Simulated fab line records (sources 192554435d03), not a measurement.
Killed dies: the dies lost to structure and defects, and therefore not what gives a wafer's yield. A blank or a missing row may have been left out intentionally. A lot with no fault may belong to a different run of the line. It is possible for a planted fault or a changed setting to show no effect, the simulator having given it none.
Chamber matching    flow n5 finfet    N5_BEOL_M9_ETCH_66 on rie diel-05 has 4 sister chambers
The step etches SOC in N2/H2, target depth 80 nm, overetch 16 nm, time 120 s. 4 wafers are shown with their chamber, then 7 later ones without.

## EACH WAFER AND ITS CHAMBER
wafer   chamber  showerhead plenum p Torr (Torr)
L084.6  2        2.64
L086.3  0        2.40
L087.2  3        2.64
L087.4  1        2.57

## WAFERS WITH NO CHAMBER GIVEN
wafer   showerhead plenum p Torr (Torr)
L087.6  2.39
L091.2  2.63
L091.3  2.64
L091.4  2.56
L095.1  2.56
L095.3  2.64
L095.4  2.71

## THE CHAMBER EACH PASSED THROUGH
wafer   from the rows above           in truth
L087.6  0                             0
L091.2  can't be placed: 2 or 3 or 1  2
L091.3  can't be placed: 2 or 3       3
L091.4  1                             1
L095.1  1                             1
L095.3  can't be placed: 2 or 3       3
L095.4  can't be placed: 2 or 3       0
Placed correctly: 3 of 7. Not placeable from these rows: 4 (in 3, the candidates include the true chamber). 0 placed wrongly.
How it was worked out, from the rows above alone: a wafer's distance from a chamber is the root of the sum, over the readings, of the square of ((its reading less the chamber's mean) divided by the reading's scatter). The wafer belongs to the nearest chamber; if the next one is less than 2 further off, it can't be placed. A chamber's mean is the mean of its shown wafers. The scatter: with one shown wafer a chamber, the root of the mean of the squares of how far each hidden wafer lies from its nearest shown one.
